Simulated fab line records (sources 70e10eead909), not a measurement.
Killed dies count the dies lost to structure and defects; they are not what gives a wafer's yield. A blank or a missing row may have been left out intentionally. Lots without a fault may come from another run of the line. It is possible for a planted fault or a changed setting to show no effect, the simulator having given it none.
fab line records + flow nandHarc
record:
- lots: 5
- wafers: 15
- lastDay: 32
route steps=1302 shown P_ZERO_WELL@29 END@1302
lots that met no fault: taken from a fault-free run of the same line
startH: hours from the record's first day to the start of the lot's first wafer shown + waitH: hours elapsed since this lot's preceding step + " repeats the value in the row above + L1.1+2: one row covering several wafers at once + - either no value or no given start + * or withheld: withheld + < > ~ a bound
route shown NAME@n: names a module that has steps shown in the file, with the first one's number in the route + usual: mean/standard deviation taken from wafers without a fault + same: alike in all rows + chamber/n: place in a boat + sites: per-site readings + _std_site: standard deviation across them + _edge_site: mean of outer sites minus mean of inner sites + radiusMm: for every site, how far away it sits from the centre of the wafer + mask NAME#n: copy n + behind: the last tool/chamber to shape the wafer + hold: why the lot was held/for how many hours/how that ended + device: whichever transistor did not switch (one of n, p or np) + end of line: at the end of the route, the tests of the same wafers + step lacking rows: just its recipe + killed: count of dies lost to structure and defects at first sort (not the wafer's yield) + map: the dies of a wafer, with x for killed, . for not killed, _ for no die there
set.NAME: the setting as run; set.NAME@STEP: as run at that earlier step + model.NAME: the simulator's own value behind a step, which no gauge read
lots at selected steps of the route; one table per step, one row per wafer
services: the hour from which a tool's chamber was out of use, counted from the record's first day as startH (under 0 if before that day), plus the number of hours and why
== steps ==
step: NHARC_P_ZERO_WELL_CD_MEAS_24
recipe:
- targetCdNm: 720
- landingEnergyEv: 500
usual:
- cdNm: 721.0/2.2
| lot.wafer | tool     | chamber | startH | waitH | cdNm  |
|-----------|----------|---------|--------|-------|-------|
| L154.2    | cdSem-01 | 0       | 42.54  | -     | 722.0 |
| L154.3    | "        | 0       | "      | "     | 719.0 |
| L154.4    | "        | 0       | "      | "     | 718.6 |
| L155.2    | cdSem-03 | 0       | 52.65  | -     | 716.5 |
| L155.3    | "        | 0       | "      | "     | 719.8 |
| L155.4    | "        | 0       | "      | "     | 724.2 |
| L158.1    | cdSem-03 | 0       | 82.46  | -     | 720.2 |
| L158.2    | "        | 0       | "      | "     | 720.6 |
| L158.5    | "        | 0       | "      | "     | 721.7 |
| L168.2    | cdSem-01 | 0       | 182.75 | -     | 720.4 |
| L168.5    | "        | 0       | "      | "     | 717.2 |
| L168.6    | "        | 0       | "      | "     | 718.3 |
| L172.2    | cdSem-01 | 0       | 222.60 | -     | 722.6 |
| L172.3    | "        | 0       | "      | "     | 720.8 |
| L172.6    | "        | 0       | "      | "     | 721.1 |
step: NHARC_P_ZERO_WELL_HARDBAKE_25
recipe:
- tempC: 125
- timeS: 80
step: NHARC_P_ZERO_WELL_DESCUM_26
recipe:
- timeS: 3
- o2FlowSccm: 200
- arFlowSccm: 0
- biasPowerW: 0
- chemistry: O2
usual:
- drypumpMotorCurrentA: 5.9/0.56
- oesProductAu: 1.000/0.012
- rfVppV: 57.7/0.85
- showerheadPlenumPTorr: 1.89/0.059
- throttleValvePct: 11.312/0.0077
same:
- biasPowerW: 0
| lot.wafer | tool       | chamber | startH | waitH | drypumpMotorCurrentA | oesProductAu | rfHoursCounterH | rfVppV | showerheadPlenumPTorr | throttleValvePct |
|-----------|------------|---------|--------|-------|----------------------|--------------|-----------------|--------|-----------------------|------------------|
| L154.2    | rieDiel-12 | 2       | 42.69  | -     | 5.8                  | 0.995        | 41              | 57.5   | 1.91                  | 11.313           |
| L154.4    | "          | 3       | "      | "     | 5.4                  | 0.986        | 32              | 58.2   | 1.92                  | 11.317           |
| L154.3    | "          | 0       | "      | "     | 6.7                  | 1.027        | 41              | 58.5   | 1.83                  | 11.308           |
| L155.2    | rieDiel-12 | 1       | 54.34  | -     | 6.1                  | 1.011        | 40              | 57.6   | 1.89                  | 11.312           |
| L155.3    | "          | 0       | "      | "     | 6.7                  | 1.005        | 45              | 59.1   | 1.82                  | 11.313           |
| L155.4    | "          | 3       | "      | "     | 5.4                  | 0.983        | -               | 56.1   | 1.92                  | 11.322           |
| L158.2    | rieDiel-02 | 0       | 82.63  | -     | 5.5                  | 0.992        | 10              | 57.1   | 1.81                  | 11.314           |
| L158.1    | "          | 2       | "      | "     | 4.8                  | 0.998        | 12              | 57.5   | 1.91                  | 11.301           |
| L158.5    | "          | 3       | "      | "     | 6.1                  | 1.006        | -               | 58.2   | 1.85                  | 11.319           |
| L168.2    | rieDiel-12 | 3       | 182.91 | -     | 5.3                  | 0.990        | 19              | 58.5   | 1.91                  | 11.318           |
| L168.6    | "          | 3       | "      | "     | 5.3                  | 0.987        | -               | 57.5   | 1.91                  | 11.306           |
| L168.5    | "          | 0       | "      | "     | 6.8                  | 1.014        | -               | 57.3   | 1.81                  | 11.313           |
| L172.2    | rieDiel-12 | 1       | 222.78 | -     | 6.1                  | 1.005        | 26              | 57.1   | 1.88                  | 11.324           |
| L172.3    | "          | 2       | "      | "     | 5.8                  | 1.008        | 30              | 57.2   | 1.90                  | 11.314           |
| L172.6    | "          | 0       | "      | "     | 6.7                  | 1.007        | -               | 56.7   | 1.81                  | 11.305           |
step: NHARC_P_ZERO_WELL_IMPLANT_27
recipe:
- energyKev: 600
- doseCm2: 1e+13
- tiltDeg: 7
step: NHARC_P_ZERO_WELL_IMPLANT_57
recipe:
- energyKev: 250
- doseCm2: 4e+12
- tiltDeg: 7
step: NHARC_P_ZERO_WELL_IMPLANT_58
recipe:
- energyKev: 100
- doseCm2: 2e+12
- tiltDeg: 7
step: NHARC_P_ZERO_WELL_STRIP_28
recipe:
- timeS: 840
- tempC: 130
- chemistry: SPM
step: NHARC_P_ZERO_WELL_DEHYDRATE_29
recipe:
- tempC: 150
- timeS: 120
step: NHARC_P_ZERO_WELL_HMDS_30
recipe:
- timeS: 30
step: NHARC_P_ZERO_WELL_COAT_31
recipe:
- spinRpm: withheld
step: NHARC_P_ZERO_WELL_SOFTBAKE_32
recipe:
- tempC: 122
- timeS: 95
step: NHARC_P_ZERO_WELL_EBR_33
step: NHARC_P_ZERO_WELL_EXPOSE_34
recipe:
- na: 0.6
- targetCdNm: 720
- doseMj: 22.31
- maskId: P_PWELL
| lot.wafer  | tool          | chamber | startH | waitH | mask      |
|------------|---------------|---------|--------|-------|-----------|
| L154.2+3+4 | krfScanner-03 | 0       | 44.02  | -     | P_PWELL#0 |
| L155.2+3+4 | krfScanner-01 | 0       | 55.69  | -     | P_PWELL#0 |
| L158.1+2+5 | krfScanner-03 | 0       | 83.81  | -     | P_HVPW#0  |
| L168.2+5+6 | krfScanner-01 | 0       | 184.13 | -     | P_PWELL#0 |
| L172.2+3+6 | krfScanner-03 | 0       | 228.01 | -     | P_PWELL#0 |
step: NHARC_P_ZERO_WELL_PEB_35
recipe:
- pebTempC: 118
- pebTimeS: 85
step: NHARC_P_ZERO_WELL_DEVELOP_36
recipe:
- timeS: 70
step: NHARC_P_ZERO_WELL_CD_MEAS_37
recipe:
- targetCdNm: 720
- landingEnergyEv: 500
usual:
- cdNm: 718.3/2.2
| lot.wafer | tool     | chamber | startH | waitH | cdNm  |
|-----------|----------|---------|--------|-------|-------|
| L154.2    | cdSem-03 | 0       | 44.17  | -     | 717.9 |
| L154.3    | "        | 0       | "      | "     | 714.8 |
| L154.4    | "        | 0       | "      | "     | 715.7 |
| L155.2    | cdSem-02 | 0       | 55.84  | -     | 719.1 |
| L155.3    | "        | 0       | "      | "     | 720.1 |
| L155.4    | "        | 0       | "      | "     | 721.4 |
| L158.1    | cdSem-02 | 0       | 83.97  | -     | -     |
| L158.2    | "        | 0       | "      | "     | -     |
| L158.5    | "        | 0       | "      | "     | -     |
| L168.2    | cdSem-01 | 0       | 184.28 | -     | 721.9 |
| L168.5    | "        | 0       | "      | "     | 720.5 |
| L168.6    | "        | 0       | "      | "     | 720.3 |
| L172.2    | cdSem-01 | 0       | 228.16 | -     | 717.4 |
| L172.3    | "        | 0       | "      | "     | 718.6 |
| L172.6    | "        | 0       | "      | "     | 719.0 |
step: NHARC_P_ZERO_WELL_HARDBAKE_38
recipe:
- tempC: 125
- timeS: 80
step: NHARC_END_SORT_01
recipe:
- tempC: 25
usual:
- killedAtArray: 59/21
- killedAtOther: 1.0/1.1
- killedAtPeriphery: 4.0/2.6
- killedDies: 64/21
- killedOpen: 3.2/1.7
- killedShort: 2.5/1.5
same:
- grossDies: 677
| lot.wafer | tool      | chamber | startH | waitH | killedAtArray | killedAtOther | killedAtPeriphery | killedDies | killedOpen | killedShort |
|-----------|-----------|---------|--------|-------|---------------|---------------|-------------------|------------|------------|-------------|
| L158.1    | prober-01 | 0       | 637.10 | 2.5   | 76            | 2             | 599               | 677        | 4          | 3           |
| L158.2    | prober-01 | 0       | 637.90 | 2.8   | 73            | 1             | 603               | 677        | 3          | 2           |
| L158.5    | prober-01 | 0       | 640.31 | 3.7   | 54            | 0             | 623               | 677        | 2          | 0           |
killed by level:class
L158.1 P_ZERO_WELL:areaExpose=589 A_CHANNEL_HOLE_D2:chamberFilmFlake=32 A_CHANNEL_HOLE_D1:chamberFilmFlake=30 P_CONTACT:chamberFilmFlake=6 A_SLIT:chamberFilmFlake=4 A_ONON_D2:geometricParticle:open=2 P_ZERO_WELL:chamberFilmFlake=2 A_WL_FILL:chamberFilmFlake=2
L158.2 P_ZERO_WELL:areaExpose=596 A_CHANNEL_HOLE_D2:chamberFilmFlake=31 A_CHANNEL_HOLE_D1:chamberFilmFlake=30 P_CONTACT:chamberFilmFlake=7 A_STAIRCASE:chamberFilmFlake=2 A_CONTACT:chamberFilmFlake=2 A_ONON_D2:geometricParticle:open=1 A_CHANNEL_HOLE_D2:geometricParticle:short=1
L158.5 P_ZERO_WELL:areaExpose=617 A_CHANNEL_HOLE_D1:chamberFilmFlake=26 A_CHANNEL_HOLE_D2:chamberFilmFlake=22 P_CONTACT:chamberFilmFlake=5 A_WL_FILL:chamberFilmFlake=4 P_M2:geometricParticle:open=1 A_CONTACT:geometricParticle:open=1 A_STAIRCASE:chamberFilmFlake=1
map L158.1 (x killed, . not)
____________x____________
_________xxxxxxx_________
_______xxxxxxxxxxx_______
______xxxxxxxxxxxxx______
_____xxxxxxxxxxxxxxx_____
____xxxxxxxxxxxxxxxxx____
____xxxxxxxxxxxxxxxxx____
___xxxxxxxxxxxxxxxxxxx___
___xxxxxxxxxxxxxxxxxxx___
__xxxxxxxxxxxxxxxxxxxxx__
__xxxxxxxxxxxxxxxxxxxxx__
_xxxxxxxxxxxxxxxxxxxxxxx_
_xxxxxxxxxxxxxxxxxxxxxxx_
_xxxxxxxxxxxxxxxxxxxxxxx_
_xxxxxxxxxxxxxxxxxxxxxxx_
_xxxxxxxxxxxxxxxxxxxxxxx_
xxxxxxxxxxxxxxxxxxxxxxxxx
xxxxxxxxxxxxxxxxxxxxxxxxx
xxxxxxxxxxxxxxxxxxxxxxxxx
xxxxxxxxxxxxxxxxxxxxxxxxx
xxxxxxxxxxxxxxxxxxxxxxxxx
_xxxxxxxxxxxxxxxxxxxxxxx_
_xxxxxxxxxxxxxxxxxxxxxxx_
_xxxxxxxxxxxxxxxxxxxxxxx_
_xxxxxxxxxxxxxxxxxxxxxxx_
_xxxxxxxxxxxxxxxxxxxxxxx_
__xxxxxxxxxxxxxxxxxxxxx__
__xxxxxxxxxxxxxxxxxxxxx__
___xxxxxxxxxxxxxxxxxxx___
___xxxxxxxxxxxxxxxxxxx___
____xxxxxxxxxxxxxxxxx____
____xxxxxxxxxxxxxxxxx____
_____xxxxxxxxxxxxxxx_____
______xxxxxxxxxxxxx______
_______xxxxxxxxxxx_______
_________xxxxxxx_________
____________x____________
map L154.3 (x killed, . not)
____________.____________
_________......._________
_______..........._______
______.............______
_____..............._____
____.................____
____............x....____
___...................___
___...................___
__.....................__
__.........x....x......__
_...............x......._
_.........xx............_
_..x..x.x.x.x.........x._
_........x.............._
_......................._
..........x............x.
...........x.............
.........................
.........................
................x........
_......................._
_.............x........._
_.............x........._
_..x.............x......_
_...............x......._
__.....................__
__......x.x............__
___...................___
___..............x....___
____.......x....x....____
____.................____
_____..............._____
______.....x.......______
_______..........._______
_________......._________
____________.____________
== services ==
| tool          | chamber | startH | hours | kind   |
|---------------|---------|--------|-------|--------|
| rieDiel-12    | 0       | 25.52  | -     | clean  |
| rieDiel-12    | 1       | 25.52  | -     | clean  |
| rieDiel-12    | 2       | 25.52  | -     | clean  |
| rieDiel-12    | 3       | 25.52  | -     | clean  |
| krfScanner-01 | -       | 26.48  | 2.4   | repair |
| rieDiel-12    | 1       | 27.46  | 13.9  | repair |
| krfScanner-03 | -       | 33.93  | 0.3   | repair |
| rieDiel-02    | -       | 39.70  | 9.0   | pm     |
| rieDiel-12    | 0       | 50.03  | -     | clean  |
| rieDiel-12    | 1       | 50.03  | -     | clean  |
| rieDiel-12    | 2       | 50.03  | -     | clean  |
| krfScanner-03 | -       | 52.00  | 4.0   | pm     |
| rieDiel-12    | 2       | 53.57  | 15.2  | repair |
| rieDiel-02    | 0       | 56.95  | 7.7   | repair |
| rieDiel-12    | -       | 57.40  | 1.1   | repair |
| krfScanner-03 | -       | 76.91  | 1.2   | repair |
| rieDiel-12    | -       | 94.18  | 9.0   | pm     |
| rieDiel-12    | 3       | 111.89 | 15.3  | repair |
| krfScanner-01 | -       | 122.71 | 1.1   | repair |
| krfScanner-01 | -       | 140.00 | 4.0   | pm     |
| krfScanner-03 | -       | 187.00 | 3.7   | repair |
| rieDiel-02    | 3       | 189.49 | 5.3   | repair |
| rieDiel-02    | -       | 217.09 | 9.0   | pm     |
| krfScanner-03 | -       | 224.00 | 4.0   | pm     |
== key ==
firstSign:
- step: NHARC_P_ZERO_WELL_EXPOSE_34
- reading: mask
- direction: changed
effect:
- step: NHARC_P_ZERO_WELL_CD_MEAS_37
- reading: cdNm
- direction: missing
effect:
- step: NHARC_END_SORT_01
- reading: killedAtPeriphery
- direction: up
- sigmas: 99+
- usual: 4.0
- struck: 608.3
moreKillsBornAt:
- NHARC_P_ZERO_WELL_EXPOSE_34@krfScanner-03: 1802
metAt NHARC_P_ZERO_WELL_EXPOSE_34
struckWafers L158.1,L158.2,L158.5
laterRowsLeftOut L158.1,L158.2,L158.5
testerLeftOut L158
onsetBetween 44.02 83.81
fault:
- kind: wrongMask
- tool: any
- chamber: -
- onsetH: 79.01
- steps: NHARC_P_ZERO_WELL_EXPOSE_34
- auxCopy: P_HVPW#0
- scope: struckLotsOnly
testerLeftOut: of these lots the tester's yield and bins aren't shown, on N5 and GAA mostly nor the transistor test; their killed dies are dies lost to structure and defects alone, not to doping, threshold or leakage, so they don't give the yield
laterRowsLeftOut: the simulator's readings of these wafers behind a module that went badly wrong aren't trusted and aren't shown, but for the sort
